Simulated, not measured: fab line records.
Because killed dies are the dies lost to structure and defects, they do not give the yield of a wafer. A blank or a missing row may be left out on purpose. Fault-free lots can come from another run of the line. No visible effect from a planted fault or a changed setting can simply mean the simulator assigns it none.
Which tool was responsible? -- flow n5-finfet -- 36 wafers from 12 lots sampled at 4 of the route's 1938 steps

## WHAT THE GAUGES SHOWED, per wafer
N5_BEOL_M4_CD_MEAS_11 targets a cd of 16.79 nm.
lot,measured,on,cd-nm (nm)
L075,day 7 12:39,cd-sem-03,16.82 16.59 16.20
L077,day 8 20:17,cd-sem-01,17.28 17.01 17.29
L080,day 9 00:32,cd-sem-03,16.89 16.51 16.90
L079,day 9 04:32,cd-sem-03,16.93 16.99 16.68
L083,day 9 18:28,cd-sem-01,16.75 16.70 16.85
L085,day 10 14:56,cd-sem-03,16.70 16.78 16.74
L086,day 11 05:12,cd-sem-01,16.79 16.94 16.75
L089,day 11 08:27,cd-sem-02,16.66 16.47 16.45
L091,day 11 13:37,cd-sem-03,16.63 16.76 17.19
L092,day 12 03:39,cd-sem-03,16.79 16.63 16.36
L095,day 13 07:56,cd-sem-03,17.34 16.79 16.86
L097,day 13 15:52,cd-sem-03,16.71 16.53 16.50

## EACH LOT AND THE TOOL THAT RAN IT (in order: tool; ch and the chambers of the sampled wafers; start)
lot,N5_BEOL_M3_ANNEAL_49,N5_BEOL_M3_SPUTTER_96,N5_BEOL_M3_DEP_57
L075,"pvd-sputter-01, day 7 08:25","pvd-sputter-01, day 7 10:06","pecvd-04 ch 1,2, day 7 11:07"
L077,"pvd-sputter-03, day 8 15:52","pvd-sputter-03, day 8 17:33","pecvd-02 ch 0,2, day 8 18:32"
L080,"pvd-sputter-01, day 8 21:05","pvd-sputter-01, day 8 22:46","pecvd-04 ch 0,1, day 8 23:44"
L079,"pvd-sputter-03, day 9 00:16","pvd-sputter-03, day 9 01:56","pecvd-03 ch 0,2, day 9 02:55"
L083,"pvd-sputter-03, day 9 13:56","pvd-sputter-03, day 9 15:37","pecvd-04 ch 0, day 9 16:38"
L085,"pvd-sputter-02, day 10 10:14","pvd-sputter-02, day 10 11:55","pecvd-04 ch 0,1, day 10 13:11"
L086,"pvd-sputter-03, day 11 01:32","pvd-sputter-03, day 11 03:13","pecvd-04 ch 0,2, day 11 04:11"
L089,"pvd-sputter-02, day 11 05:05","pvd-sputter-02, day 11 06:46","pecvd-02 ch 0,1, day 11 07:45"
L091,"pvd-sputter-01, day 11 10:06","pvd-sputter-01, day 11 11:47","pecvd-04 ch 0,1, day 11 12:46"
L092,"pvd-sputter-02, day 11 23:52","pvd-sputter-02, day 12 01:32","pecvd-04 ch 0,1,2, day 12 02:32"
L095,"pvd-sputter-03, day 13 01:33","pvd-sputter-03, day 13 03:14","pecvd-03 ch 0,1,2, day 13 04:18"
L097,"pvd-sputter-03, day 13 11:18","pvd-sputter-03, day 13 12:59","pecvd-02 ch 0,1,2, day 13 14:04"
- N5_BEOL_M3_ANNEAL_49: time 240 s.
- N5_BEOL_M3_SPUTTER_96: material Cu, target thk 4.5 nm, time 8.29 s.
- N5_BEOL_M3_DEP_57: deposits SiCN from 3MS/NH3, target thk 8 nm, time 14 s.

## THE ANSWER, worked out from the rows above alone
Rule: the usual values come from the lots themselves. Put in order of their means at a reading, lots are off if they are a third of the lots or fewer, leave a main group of 4 or more, and stand apart from it by a gap of 3 or more times the standard deviation of the main group's means; of several such gaps the widest counts. A main group is skipped when, at the precision printed for the reading in the tables above, its means are all equal. A lot without any number at a reading at which 4 lots or more have one is off too. Where the step has rows for the other lots, those lots are counted as sound.
None of the lots is off at any reading shown; this tells nothing.

## WHAT THE SIMULATOR HAD PUT IN
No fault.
